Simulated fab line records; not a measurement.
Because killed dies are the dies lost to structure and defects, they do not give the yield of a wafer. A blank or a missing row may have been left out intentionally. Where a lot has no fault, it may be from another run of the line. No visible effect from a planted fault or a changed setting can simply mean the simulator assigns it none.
Split-lot study -- flow n5Finfet -- 7 lots, 21 wafers read, on a route of 1938 steps

== ABOUT THE SPLIT ==
At N5_BEOL_M9_COAT_75 (time 60 s, resist thk 5 nm), the setting spinRpm was moved away from the recipe's 1500 rpm on 6 of the 21 wafers read, by -10.8% to +8.5%. All remaining wafers had this setting at the recipe value.

== FROM THE SPLIT TO THE READING: what the file shows between them, 3 steps ==
- N5_BEOL_M9_COAT_22: resist thk 30 nm
- N5_BEOL_M9_EBR_24
- N5_BEOL_M9_DESCUM_33: chemistry O2, time 7 s

== THE READING ==
etch.depthNm (the simulator's own value, which no gauge read), in nm, at N5_BEOL_M9_ETCH_76 (etches underlayer in N2/H2, target depth 6.5 nm, time 5.2 s). There is no usual value for it anywhere in the file. Average 4.999 nm, standard deviation 0.012 nm, over the 15 wafers here run with the recipe.

wafer,"tool, chamber at the split","spinRpm as run, rpm",against the recipe,"etch.depthNm, nm",against lot-mates on the recipe
L080.1,"lithoTrack-02, 0",1500,recipe,4.982,-
L080.4,"lithoTrack-02, 0",1500,recipe,4.99,-
L080.5,"lithoTrack-02, 0",1500,recipe,5.002,-
L083.1,"lithoTrack-01, 0",1500,recipe,4.985,-
L083.4,"lithoTrack-01, 0",1500,recipe,4.997,-
L083.5,"lithoTrack-01, 0",1500,recipe,4.995,-
L085.3,"lithoTrack-01, 0",1500,recipe,4.996,-
L085.5,"lithoTrack-01, 0",1500,recipe,4.994,-
L085.6,"lithoTrack-01, 0",1338,-10.8%,5.29,+0.295
L088.1,"lithoTrack-02, 0",1500,recipe,5.006,-
L088.2,"lithoTrack-02, 0",1368,-8.8%,5.251,+0.245
L088.6,"lithoTrack-02, 0",1368,-8.8%,5.234,+0.228
L087.1,"lithoTrack-01, 0",1500,recipe,5.011,-
L087.2,"lithoTrack-01, 0",1500,recipe,5.027,-
L087.6,"lithoTrack-01, 0",1500,recipe,5.004,-
L095.1,"lithoTrack-01, 0",1500,recipe,5.015,-
L095.3,"lithoTrack-01, 0",1628,+8.5%,4.795,-0.220
L095.4,"lithoTrack-01, 0",1628,+8.5%,4.798,-0.217
L096.3,"lithoTrack-04, 0",1500,recipe,4.992,-
L096.5,"lithoTrack-04, 0",1563,+4.2%,4.887,-0.104
L096.6,"lithoTrack-04, 0",1500,recipe,4.99,-

FIT RESULTS
A straight line over all 21 wafers: etch.depthNm changes by -0.0261 nm for each +1% of spinRpm; r = -0.99; the points scatter about the line by 0.013 nm.
The same after taking each lot's own level away (the mean of its wafers on the recipe; 21 wafers): -0.0265 nm for each +1%; r = -1.00; scatter 0.0069 nm.
That fit puts the effect of the largest move of spinRpm on the reading at 0.29 nm.
Across the lots, their own levels run from 4.9910 to 5.0150 nm, a range of 2.1 times the standard deviation given above.
Hence the lot-to-lot level has little effect on the slope; both slopes agree.
Check: +0.284 nm against its lot-mates is what the line predicts for one of the wafers moved furthest among these (-10.8%) when that wafer is left out of the fit. Against them it came out at +0.295 nm.

== OTHER SPLITS ON THESE WAFERS ==
These wafers also went through other splits before the reading. Each is held against what the fit with the lots' levels taken away leaves over:
other split on the same wafers,wafers away from the commonest value,r with etch.depthNm (lot level and that fit taken away)
N5_BEOL_M6_EXPOSE_08 doseMj,5,+0.12
N5_BEOL_M6_ETCH_62 timeS,9,+0.30
N5_BEOL_M7_ILD_DEP_00 timeS,9,+0.18
N5_BEOL_M7_COAT_05 spinRpm,7,+0.04
N5_BEOL_M8_ILD_DEP_00 timeS,10,+0.14

== THE FILE'S OWN FIT ==
etch.depthNm changes by -0.0266 nm for each +1% of spinRpm, r = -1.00.
